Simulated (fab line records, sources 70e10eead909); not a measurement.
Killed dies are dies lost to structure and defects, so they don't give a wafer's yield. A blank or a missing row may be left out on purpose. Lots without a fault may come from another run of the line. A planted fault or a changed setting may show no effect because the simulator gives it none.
fab line records | flow nand_harc | part 2 of 2: steps 27 to 37 of 37
record lots=5 wafers=15 last_day=24
route steps=1159 shown P_GATE@180
lots that met no fault: from a run of the same line without faults
start_h: hours from the record's first day to the start of the lot's first wafer shown | wait_h: hours since the lot's step before | " the same as in the row above | L1.1+2: a row that stands for several wafers | - no value, or no start given | * or withheld: withheld | < > ~ a bound
route shown NAME@n: a module of which the file shows steps, and the number in the route of the first | usual: mean/standard deviation of fault-free wafers | same: alike in all rows | chamber/n: place in a boat | sites: the reading at each site | _std_site: their standard deviation | _edge_site: outer sites' mean less inner sites' | radius_mm: how far each site lies from the wafer's centre | mask NAME#n: copy n | behind: the tool/chamber that last shaped the wafer | hold: why the lot was held/for how many hours/how that ended | device: the transistor (n, p or np) that didn't switch | end of line: the same wafers' tests at the end of the route | a step without rows: its recipe alone | killed: dies lost to structure and defects at the first sort, not the wafer's yield | map: a wafer's dies, x killed, . not, _ none there
set.NAME: the setting as run; set.NAME@STEP: as run at that earlier step | model.NAME: the simulator's own value behind a step, which no gauge read
lots at some steps of the route; a table a step, a row a wafer
services: from which hour (start_h, from the record's first day; less than 0 if before it) a tool's chamber was out of use, for how many hours, and why
## steps
# step NHARC_P_GATE_STRIP_96
# recipe time_s=900 temp_c=130 chemistry=SPM
# same time_s=900
# columns lot.wafer tool chamber start_h wait_h
L077.3+2+1 wet_bench-02 4,5,7 120.62 0.2
L076.6+1+2 wet_bench-06 1,2,3 121.27 0.2
L080.3+4+5 wet_bench-06 4,5,6 148.91 0.2
L087.2+3+1 wet_bench-06 6,0,1 182.48 0.2
L096.6+2+4 wet_bench-07 4,6,7 230.79 0.2
# step NHARC_P_GATE_RTA_64
# recipe temp_c=1050 time_s=1
# usual anneal_temp_c_max=1055.1/2.8 lamp_power_pct=37.6/2 lamp_zone_3_pct=37.6/2 wafer_temp_C_max=1053.4/1
# same time_s=1
# columns lot.wafer tool chamber start_h wait_h anneal_temp_c_max lamp_power_pct lamp_zone_3_pct wafer_temp_C_max
L077.1 rtp_anneal-02 0 121.06 - 1052.9 36.1 36.1 1051.9
L077.2 " 0 " " 1052.1 36.1 36.0 1053.0
L077.3 " 0 " " 1053.7 36.0 36.1 1051.7
L076.1 rtp_anneal-02 0 121.62 - 1052.7 36.1 36.1 1051.7
L076.2 " 0 " " 1054.7 36.1 36.1 1052.3
L076.6 " 0 " " 1054.2 36.1 36.1 1052.8
L080.3 rtp_anneal-01 0 149.30 - 1058.3 40.1 40.1 1053.4
L080.4 " 0 " " 1056.8 40.2 40.2 1054.4
L080.5 " 0 " " 1059.3 40.1 40.1 1054.7
L087.1 rtp_anneal-02 0 182.82 - 1053.2 36.0 36.0 1053.4
L087.2 " 0 " " 1052.7 36.1 36.1 1053.9
L087.3 " 0 " " 1052.8 36.1 36.1 1052.4
L096.2 rtp_anneal-02 0 231.17 - 1053.2 36.1 36.0 1052.2
L096.4 " 0 " " 1053.6 36.0 36.0 1052.7
L096.6 " 0 " " 1052.8 36.1 36.1 1053.5
# step NHARC_P_GATE_ETCH_77
# recipe target_depth_a=60 chemistry=dHF material=SiO2
# columns lot.wafer tool chamber start_h wait_h
L077.2+3+1 wet_bench-07 3,4,5 121.27 0.2
L076.2+6+1 wet_bench-02 7,1,2 121.82 0.1
L080.3+4+5 wet_bench-06 3,5,0 149.44 0.1
L087.1+3+2 wet_bench-06 6,7,0 183.02 0.2
L096.6+4+2 wet_bench-02 6,1,3 231.34 0.0
# step NHARC_P_GATE_DEGAS_109
# recipe temp_c=300 time_s=60
# usual heater_power_w=503/75 susceptor_temp_C=300.02/0.16
# same time_s=60
# columns lot.wafer tool chamber start_h wait_h heater_power_w susceptor_temp_C
L077.3 pvd_sputter-02 - 121.37 0.1 484 300.05
L077.1 " - " " 442 299.87
L077.2 " - " " 408 299.91
L076.1 pvd_sputter-02 - 121.93 0.1 497 300.15
L076.2 " - " " 447 300.09
L076.6 " - " " 407 299.86
L080.4 pvd_sputter-02 - 149.56 0.1 458 300.04
L080.3 " - " " 698 299.70
L080.5 " - " " 445 299.84
L087.3 pvd_sputter-03 - 183.12 0.1 477 299.91
L087.2 " - " " 561 299.91
L087.1 " - " " 504 300.21
L096.4 pvd_sputter-01 - 231.46 0.1 459 299.99
L096.2 " - " " 494 299.81
L096.6 " - " " 569 300.23
# step NHARC_P_GATE_PRE_CLEAN_110
# recipe time_s=30 bias_v=200 gas=Ar
# same time_s=30
# columns lot.wafer tool chamber start_h wait_h
L077.1+2+3 pvd_sputter-02 - - -
L076.1+2+6 pvd_sputter-02 - - -
L080.3+4+5 pvd_sputter-02 - - -
L087.1+2+3 pvd_sputter-03 - - -
L096.2+4+6 pvd_sputter-01 - - -
# step NHARC_P_GATE_SPUTTER_78
# recipe target_thk_a=100 material=Ni
# columns lot.wafer tool chamber start_h wait_h
L077.1+3+2 pvd_sputter-02 - - -
L076.1+2+6 pvd_sputter-02 - - -
L080.3+4+5 pvd_sputter-02 - - -
L087.1+3+2 pvd_sputter-03 - - -
L096.4+2+6 pvd_sputter-01 - - -
# step NHARC_P_GATE_SPUTTER_79
# recipe target_thk_a=100 material=TiN
# columns lot.wafer tool chamber start_h wait_h
L077.1+2+3 pvd_sputter-02 - - -
L076.2+1+6 pvd_sputter-02 - - -
L080.3+4+5 pvd_sputter-02 - - -
L087.3+2+1 pvd_sputter-03 - - -
L096.2+4+6 pvd_sputter-01 - - -
# step NHARC_P_GATE_RTA_80
# recipe temp_c=300 time_s=30
# usual anneal_temp_c_max=301.7/0.82 lamp_power_pct=2.27/0.12 lamp_zone_3_pct=2.27/0.12 wafer_temp_C_max=301.0/0.36
# same time_s=30
# columns lot.wafer tool chamber start_h wait_h anneal_temp_c_max lamp_power_pct lamp_zone_3_pct wafer_temp_C_max
L077.1 rtp_anneal-01 0 121.67 - 302.3 2.39 2.39 301.3
L077.2 " 0 " " 302.4 2.39 2.39 301.8
L077.3 " 0 " " 302.7 2.39 2.40 301.1
L076.1 rtp_anneal-02 0 122.34 - 301.2 2.15 2.15 301.1
L076.2 " 0 " " 300.9 2.15 2.15 300.7
L076.6 " 0 " " 301.0 2.15 2.15 300.8
L080.3 rtp_anneal-02 0 149.91 - 300.9 2.15 2.15 300.7
L080.4 " 0 " " 300.7 2.15 2.15 300.9
L080.5 " 0 " " 300.9 2.15 2.15 300.5
L087.1 rtp_anneal-02 0 183.42 - 301.0 2.15 2.15 300.9
L087.2 " 0 " " 301.0 2.15 2.15 300.9
L087.3 " 0 " " 300.3 2.15 2.15 301.2
L096.2 rtp_anneal-02 0 231.77 - 300.8 2.15 2.15 300.5
L096.4 " 0 " " 301.0 2.15 2.15 300.3
L096.6 " 0 " " 301.0 2.15 2.15 300.8
# step NHARC_P_GATE_STRIP_67
# recipe time_s=600 temp_c=130 chemistry=SPM
# same time_s=600
# columns lot.wafer tool chamber start_h wait_h
L077.1+2+3 wet_bench-07 4,6,7 121.87 0.2
L076.6+1+2 wet_bench-02 7,0,1 122.58 0.1
L080.5+3+4 wet_bench-06 5,6,7 150.06 0.1
L087.1+2+3 wet_bench-02 4,7,0 183.63 0.2
L096.2+6+4 wet_bench-02 1,2,3 231.94 0.1
# step NHARC_P_GATE_RTA_82
# recipe temp_c=450 time_s=30
# usual anneal_temp_c_max=452.6/1.2 lamp_power_pct=4.48/0.24 lamp_zone_3_pct=4.48/0.24 wafer_temp_C_max=451.6/0.49
# same time_s=30
# columns lot.wafer tool chamber start_h wait_h anneal_temp_c_max lamp_power_pct lamp_zone_3_pct wafer_temp_C_max
L077.1 rtp_anneal-01 0 122.13 - 454.3 4.70 4.70 451.7
L077.2 " 0 " " 453.1 4.70 4.70 452.4
L077.3 " 0 " " 454.9 4.70 4.69 451.9
L076.1 rtp_anneal-01 0 122.88 - 453.5 4.69 4.69 452.2
L076.2 " 0 " " 452.9 4.70 4.70 452.2
L076.6 " 0 " " 453.2 4.69 4.69 451.7
L080.3 rtp_anneal-02 0 150.37 - 451.3 4.23 4.23 450.8
L080.4 " 0 " " 451.3 4.23 4.23 451.3
L080.5 " 0 " " 451.5 4.22 4.22 451.0
L087.1 rtp_anneal-01 0 183.91 - 452.4 4.70 4.70 451.0
L087.2 " 0 " " 453.4 4.69 4.70 451.3
L087.3 " 0 " " 453.0 4.71 4.70 451.9
L096.2 rtp_anneal-01 0 232.54 - 454.0 4.70 4.69 452.2
L096.4 " 0 " " 453.5 4.70 4.69 451.5
L096.6 " 0 " " 453.5 4.70 4.71 452.2
# step NHARC_P_GATE_INSPECT_68
# usual raw_defect_count=200/74
# columns lot.wafer tool chamber start_h wait_h raw_defect_count
L077.1 defect_inspect-02 - 122.33 0.2 185
L077.2 " - " " 171
L077.3 " - " " 213
L076.1 defect_inspect-02 - 123.11 0.2 136
L076.2 " - " " 185
L076.6 " - " " 152
L080.3 defect_inspect-02 - 150.51 0.1 137
L080.4 " - " " 162
L080.5 " - " " 142
L087.1 defect_inspect-01 - 184.11 0.2 167
L087.2 " - " " 223
L087.3 " - " " 370
L096.2 defect_inspect-01 - 232.71 0.1 136
L096.4 " - " " 114
L096.6 " - " " 109
## services
# columns tool chamber start_h hours kind
wet_bench-07 - 96.00 8.0 pm
plasma_asher-01 - 99.00 9.0 pm
krf_scanner-03 - 100.26 0.5 repair
rie_diel-12 2 101.17 3.5 repair
pvd_sputter-03 - 102.00 10.0 pm
rie_diel-12 0 112.39 14.9 repair
pvd_sputter-01 - 121.76 0.5 repair
wet_bench-06 - 129.60 8.0 pm
implanter-02 - 140.03 1.2 repair
pvd_sputter-01 - 150.09 2.0 repair
pvd_sputter-01 - 158.00 10.0 pm
pvd_sputter-03 - 164.64 4.3 repair
litho_track-02 - 165.00 7.0 pm
krf_scanner-03 - 168.00 4.0 pm
krf_scanner-01 - 171.49 0.5 repair
plasma_asher-02 - 178.54 2.7 repair
plasma_asher-02 - 183.41 9.0 pm
litho_track-07 - 189.00 7.0 pm
implanter-01 - 190.15 1.2 repair
plasma_asher-02 - 196.90 2.1 repair
rie_diel-12 - 202.40 9.0 pm
pvd_sputter-02 - 214.02 10.0 pm
krf_scanner-01 - 216.76 1.9 repair
implanter-02 - 232.41 0.8 repair
